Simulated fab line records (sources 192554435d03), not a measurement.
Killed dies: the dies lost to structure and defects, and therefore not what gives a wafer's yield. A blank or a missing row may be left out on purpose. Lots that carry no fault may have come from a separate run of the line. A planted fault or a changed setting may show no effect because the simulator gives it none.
fab line records + flow n5Finfet + part 2 of 2: steps 29 to 37 of 37
record
- lots=5
- wafers=15
- lastDay=16
route steps=1938 shown WELL_APT@21 PMOS_HMC_CHANNEL_EPI@57
lots with no fault: from the same line, run without faults
startH: hours from the record's first day to the start of the lot's first wafer shown + waitH: time in hours since the lot's previous step + " the same as in the row above + L1.1+2: several wafers, shown together as one row + - no value present, or no start provided + * or withheld: withheld + < > ~ a bound
route shown NAME@n: names a module that has steps shown in the file, with the first one's number in the route + usual: mean/standard deviation of fault-free wafers + same: alike in all rows + chamber/n: place in a boat + sites: each site's reading + _std_site: standard deviation of those values + _edge_site: the outer-site mean with the inner-site mean subtracted + radiusMm: how far each site lies from the wafer's centre + mask NAME#n: copy n + behind: the last tool/chamber to shape the wafer + hold: what put the lot on hold/how long, in hours/how the hold closed + device: whichever transistor did not switch (one of n, p or np) + end of line: tests run on the same wafers once the route is complete + a step with no rows: only its recipe + killed: dies that structure and defects cost at the first sort, which is not the same as the wafer's yield + map: a wafer's dies, x killed, . not, _ none there
set.NAME: the run value of the setting; set.NAME@STEP: its run value at that earlier step + model.NAME: the simulator's own value behind a step, which no gauge read
lots seen at some steps along the route; tables by step, rows by wafer
services: when a tool's chamber went out of use (startH, in hours from the record's first day, below 0 if earlier), for how many hours, and the reason
## steps
# step N5_WELL_APT_STRIP_33
# recipe
- chemistry=SPM
- timeS=900
- tempC=130
- h2so4H2o2VolRatio=4
- dry=ipaMarangoni
# usual
- bathGuardTempC=130.0/0.54
# same
- timeS=900
| lot.wafer | tool        | chamber | startH | waitH | bathGuardTempC |
|-----------|-------------|---------|--------|-------|----------------|
| L084.1    | wetBench-01 | 4       | 75.28  | 0.2   | 129.7          |
| L084.3    | "           | 2       | "      | "     | 130.4          |
| L084.5    | "           | 5       | "      | "     | 129.8          |
| L087.4    | wetBench-02 | 0       | 93.42  | 0.1   | 129.8          |
| L087.5    | "           | 5       | "      | "     | 130.7          |
| L087.6    | "           | 3       | "      | "     | 129.1          |
| L088.2    | wetBench-03 | 5       | 99.55  | 0.1   | 129.5          |
| L088.3    | "           | 4       | "      | "     | 130.1          |
| L088.5    | "           | 3       | "      | "     | 130.3          |
| L089.4    | wetBench-03 | 7       | 106.24 | 0.1   | 129.6          |
| L089.5    | "           | 6       | "      | "     | 130.6          |
| L089.6    | "           | 3       | "      | "     | 130.2          |
| L090.1    | wetBench-01 | 4       | 111.79 | 0.2   | 130.0          |
| L090.2    | "           | 7       | "      | "     | 130.5          |
| L090.5    | "           | 2       | "      | "     | 130.1          |
# step N5_WELL_APT_RTA_34
# recipe
- tempC=1000
- timeS=10
- ambient=N2
- idleTempC=600
- rampUpCPerS=150
- rampDownCPerS=60
- coolToC=600
# usual
- lampPowerPct=13.00/0.045
- lamp_zone_1_pct=12.988/0.028
- wafer_temp_C_max=1003.5/1.1
# same
- timeS=10
| lot.wafer | tool         | chamber | startH | waitH | lampPowerPct | lamp_zone_1_pct | wafer_temp_C_max |
|-----------|--------------|---------|--------|-------|--------------|-----------------|------------------|
| L084.1    | rtpAnneal-01 | 0       | 75.71  | 0.2   | 13.01        | 13.001          | 1002.2           |
| L084.3    | "            | 0       | "      | "     | 13.04        | 12.972          | 1004.0           |
| L084.5    | "            | 0       | "      | "     | 12.99        | 13.002          | 1004.0           |
| L087.4    | rtpAnneal-02 | 0       | 93.76  | 0.1   | 13.09        | 12.974          | 1005.3           |
| L087.5    | "            | 0       | "      | "     | 13.07        | 12.981          | 1002.2           |
| L087.6    | "            | 0       | "      | "     | 13.09        | 12.987          | 1002.8           |
| L088.2    | rtpAnneal-01 | 0       | 99.84  | 0.0   | 12.91        | 12.990          | 1001.5           |
| L088.3    | "            | 0       | "      | "     | 12.99        | 13.007          | 1002.9           |
| L088.5    | "            | 0       | "      | "     | 12.98        | 12.986          | 1002.7           |
| L089.4    | rtpAnneal-02 | 0       | 106.58 | 0.1   | 12.98        | 13.008          | 1004.5           |
| L089.5    | "            | 0       | "      | "     | 13.00        | 12.996          | 1002.8           |
| L089.6    | "            | 0       | "      | "     | 13.07        | 13.011          | 1003.3           |
| L090.1    | rtpAnneal-02 | 0       | 112.20 | 0.2   | 13.04        | 13.012          | 1003.9           |
| L090.2    | "            | 0       | "      | "     | 12.99        | 13.020          | 1002.5           |
| L090.5    | "            | 0       | "      | "     | 12.93        | 12.911          | 1003.8           |
# step N5_WELL_APT_OXIDE_STRIP_42
# recipe
- chemistry=dHF
- dilution=25:1
- timeS=45
- tempC=25
- target=SiO2
- targetDepthA=120
# same
- timeS=45
| lot.wafer  | tool        | chamber | startH | waitH |
|------------|-------------|---------|--------|-------|
| L084.1+3+5 | wetBench-02 | 6,1,7   | 75.85  | 0.1   |
| L087.4+5+6 | wetBench-03 | 4,6,5   | 93.86  | 0.1   |
| L088.2+3+5 | wetBench-03 | 6,0,7   | 99.97  | 0.1   |
| L089.4+5+6 | wetBench-03 | 2,4,1   | 106.67 | 0.1   |
| L090.1+2+5 | wetBench-03 | 3,6,1   | 112.34 | 0.1   |
# step N5_WELL_APT_PRECLEAN_36
# recipe
- chemistry=O3/DIW
- timeS=45
- tempC=22
- o3Ppm=10
# same
- timeS=45
| lot.wafer  | tool        | chamber | startH | waitH |
|------------|-------------|---------|--------|-------|
| L084.1+3+5 | wetBench-02 | 6,1,7   | 75.87  | 0.0   |
| L087.4+5+6 | wetBench-03 | 4,6,5   | 93.87  | 0.0   |
| L088.2+3+5 | wetBench-03 | 6,0,7   | 99.98  | 0.0   |
| L089.4+5+6 | wetBench-03 | 2,4,1   | 106.68 | 0.0   |
| L090.1+2+5 | wetBench-03 | 3,6,1   | 112.36 | 0.0   |
# step N5_WELL_APT_PRECLEAN_39
# recipe
- chemistry=dHF
- timeS=60
- dilution=150:1
- tempC=25
# same
- timeS=60
| lot.wafer  | tool        | chamber | startH | waitH |
|------------|-------------|---------|--------|-------|
| L084.1+3+5 | wetBench-02 | 6,1,7   | 75.88  | 0.0   |
| L087.4+5+6 | wetBench-03 | 4,6,5   | 93.88  | 0.0   |
| L088.2+3+5 | wetBench-03 | 6,0,7   | 100.00 | 0.0   |
| L089.4+5+6 | wetBench-03 | 2,4,1   | 106.70 | 0.0   |
| L090.1+2+5 | wetBench-03 | 3,6,1   | 112.37 | 0.0   |
# step N5_WELL_APT_SRD_37
# recipe
- dry=ipaMarangoni
- doPpb=5
- timeS=30
- tempC=23
- rinseLiquid=diw
# same
- timeS=30
| lot.wafer  | tool        | chamber | startH | waitH |
|------------|-------------|---------|--------|-------|
| L084.1+3+5 | wetBench-02 | 6,1,7   | 75.89  | 0.0   |
| L087.4+5+6 | wetBench-03 | 4,6,5   | 93.90  | 0.0   |
| L088.2+3+5 | wetBench-03 | 6,0,7   | 100.01 | 0.0   |
| L089.4+5+6 | wetBench-03 | 2,4,1   | 106.71 | 0.0   |
| L090.1+2+5 | wetBench-03 | 3,6,1   | 112.39 | 0.0   |
# step N5_WELL_APT_EPI_41
# recipe
- material=Si
- targetThkA=500
- tempC=650
- precursor=SiH4/H2
- pressureTorr=20
- timeS=297.7
# usual
- chamberPressureTorr=19.99/0.046
- lampInnerPct=14.0/0.34
- throttleValvePct=11.5/0.3
# same
- timeS=297.7
| lot.wafer | tool        | chamber | startH | waitH | chamberPressureTorr | lampInnerPct | throttleValvePct |
|-----------|-------------|---------|--------|-------|---------------------|--------------|------------------|
| L084.1    | epiRpcvd-02 | 0       | 75.94  | 0.0   | 20.01               | 13.7         | 11.7             |
| L084.3    | "           | 0       | "      | "     | 19.99               | 13.8         | 11.8             |
| L084.5    | "           | 0       | "      | "     | 19.93               | 13.6         | 11.8             |
| L087.4    | epiRpcvd-01 | 0       | 94.25  | 0.3   | 20.06               | 13.9         | 11.2             |
| L087.5    | "           | 0       | "      | "     | 20.06               | 13.8         | 11.3             |
| L087.6    | "           | 0       | "      | "     | 20.05               | 13.8         | 10.9             |
| L088.2    | epiRpcvd-02 | 0       | 100.16 | 0.1   | 19.96               | 13.9         | 11.5             |
| L088.3    | "           | 0       | "      | "     | 20.02               | 14.0         | 11.8             |
| L088.5    | "           | 0       | "      | "     | 19.95               | 13.8         | 11.9             |
| L089.4    | epiRpcvd-01 | 0       | 107.06 | 0.3   | 19.94               | 14.0         | 11.2             |
| L089.5    | "           | 0       | "      | "     | 19.98               | 14.0         | 11.3             |
| L089.6    | "           | 0       | "      | "     | 20.02               | 13.9         | 11.3             |
| L090.1    | epiRpcvd-02 | 0       | 112.44 | 0.0   | 20.05               | 13.6         | 11.6             |
| L090.2    | "           | 0       | "      | "     | 20.00               | 13.6         | 11.7             |
| L090.5    | "           | 0       | "      | "     | 20.08               | 13.9         | 11.7             |
# step N5_WELL_APT_INSPECT_38
# recipe
- inspectInstrument=darkfield
- mode=postEpi
# usual
- rawDefectCount=14/4.9
| lot.wafer | tool             | chamber | startH | waitH | rawDefectCount |
|-----------|------------------|---------|--------|-------|----------------|
| L084.1    | defectInspect-02 | -       | 76.60  | 0.6   | 27             |
| L084.3    | "                | -       | "      | "     | 14             |
| L084.5    | "                | -       | "      | "     | 24             |
| L087.4    | defectInspect-01 | -       | 94.59  | 0.2   | 10             |
| L087.5    | "                | -       | "      | "     | 22             |
| L087.6    | "                | -       | "      | "     | 11             |
| L088.2    | defectInspect-02 | -       | 100.70 | 0.4   | 19             |
| L088.3    | "                | -       | "      | "     | 11             |
| L088.5    | "                | -       | "      | "     | 14             |
| L089.4    | defectInspect-02 | -       | 107.40 | 0.2   | 10             |
| L089.5    | "                | -       | "      | "     | 14             |
| L089.6    | "                | -       | "      | "     | 21             |
| L090.1    | defectInspect-01 | -       | 113.07 | 0.5   | 23             |
| L090.2    | "                | -       | "      | "     | 12             |
| L090.5    | "                | -       | "      | "     | 7              |
# step N5_PMOS_HMC_CHANNEL_EPI_HM_DEP_34
# recipe
- material=SiO2
- targetThkA=360
- tempC=400
- precursor=TEOS/O2
- pressureTorr=6.5
- rfW=900
- teosFlowSccm=161.4
- gas=O2
- flowSccm=2650
- timeS=6.9
# usual
- chamberPressureTorr=6.499/0.014
- heaterPowerW=581/110
- rfFwdPowerW=888/3.6
- showerheadPlenumPTorr=8.36/0.035
- throttleValvePct=18.9/0.94
# same
- timeS=6.9
| lot.wafer | tool     | chamber | startH | waitH | chamberPressureTorr | heaterPowerW | rfFwdPowerW | showerheadPlenumPTorr | throttleValvePct |
|-----------|----------|---------|--------|-------|---------------------|--------------|-------------|-----------------------|------------------|
| L084.1    | pecvd-02 | 1       | 76.63  | 0.0   | 6.508               | 621          | 886         | 8.34                  | 18.7             |
| L084.3    | "        | 0       | "      | "     | 6.506               | 488          | 888         | 8.38                  | 19.3             |
| L084.5    | "        | 2       | "      | "     | 6.476               | 484          | 886         | 8.34                  | 17.3             |
| L087.4    | pecvd-04 | 1       | 94.64  | 0.0   | 6.508               | 648          | 882         | 8.40                  | 19.8             |
| L087.5    | "        | 0       | "      | "     | 6.506               | 746          | 885         | 8.27                  | 21.1             |
| L087.6    | "        | 2       | "      | "     | 6.509               | 695          | 898         | 8.36                  | 18.1             |
| L088.2    | pecvd-03 | 1       | 100.74 | 0.0   | 6.491               | 575          | 888         | 8.36                  | 18.2             |
| L088.3    | "        | 2       | "      | "     | 6.507               | 455          | 889         | 8.40                  | 18.9             |
| L088.5    | "        | 2       | "      | "     | 6.493               | 451          | 890         | 8.41                  | 19.0             |
| L089.4    | pecvd-03 | 1       | 107.45 | 0.0   | 6.485               | 641          | 891         | 8.36                  | 17.9             |
| L089.5    | "        | 0       | "      | "     | 6.492               | 450          | 884         | 8.36                  | 18.1             |
| L089.6    | "        | 2       | "      | "     | 6.503               | 564          | 881         | 8.38                  | 18.8             |
| L090.1    | pecvd-02 | 2       | 113.11 | 0.0   | 6.490               | 430          | 887         | 8.37                  | 17.4             |
| L090.2    | "        | 0       | "      | "     | 6.488               | 507          | 888         | 8.37                  | 19.5             |
| L090.5    | "        | 1       | "      | "     | 6.518               | 659          | 888         | 8.37                  | 18.6             |
## services
| tool          | chamber | startH | hours | kind                         |
|---------------|---------|--------|-------|------------------------------|
| krfScanner-02 | 0       | 53.04  | -     | calibration                  |
| krfScanner-02 | -       | 53.57  | 1.0   | pm                           |
| pecvd-03      | 0       | 54.69  | 5.5   | scheduledDown                |
| rieDiel-06    | 0       | 65.14  | -     | clean                        |
| rieDiel-06    | 0       | 65.14  | -     | consumableReplace:focusRing  |
| rieDiel-06    | 0       | 65.14  | -     | consumableReplace:showerhead |
| rieDiel-06    | 0       | 65.14  | 31.0  | scheduledDown                |
| rieDiel-06    | 0       | 65.14  | 31.0  | ventCycle                    |
| pecvd-02      | 0       | 68.37  | 2.1   | scheduledDown                |
| krfScanner-02 | -       | 69.76  | 0.4   | repair                       |
| pecvd-02      | 2       | 70.50  | 2.1   | scheduledDown                |
| pecvd-02      | 1       | 72.63  | 2.1   | scheduledDown                |
| rieDiel-04    | 1       | 72.66  | 7.5   | repair                       |
| rieDiel-05    | 2       | 89.97  | 4.8   | repair                       |
| pecvd-02      | 1       | 93.91  | 5.5   | scheduledDown                |
| rieDiel-05    | 2       | 95.16  | -     | clean                        |
| rieDiel-05    | 2       | 95.16  | -     | consumableReplace:focusRing  |
| rieDiel-05    | 2       | 95.16  | -     | consumableReplace:showerhead |
| rieDiel-05    | 2       | 95.16  | 32.9  | scheduledDown                |
| rieDiel-05    | 2       | 95.16  | 32.9  | ventCycle                    |
| pecvd-02      | 1       | 104.30 | 5.0   | scheduledDown                |
| rieDiel-04    | 1       | 106.99 | 5.1   | repair                       |
| implanter-01  | -       | 110.24 | 4.9   | pm                           |
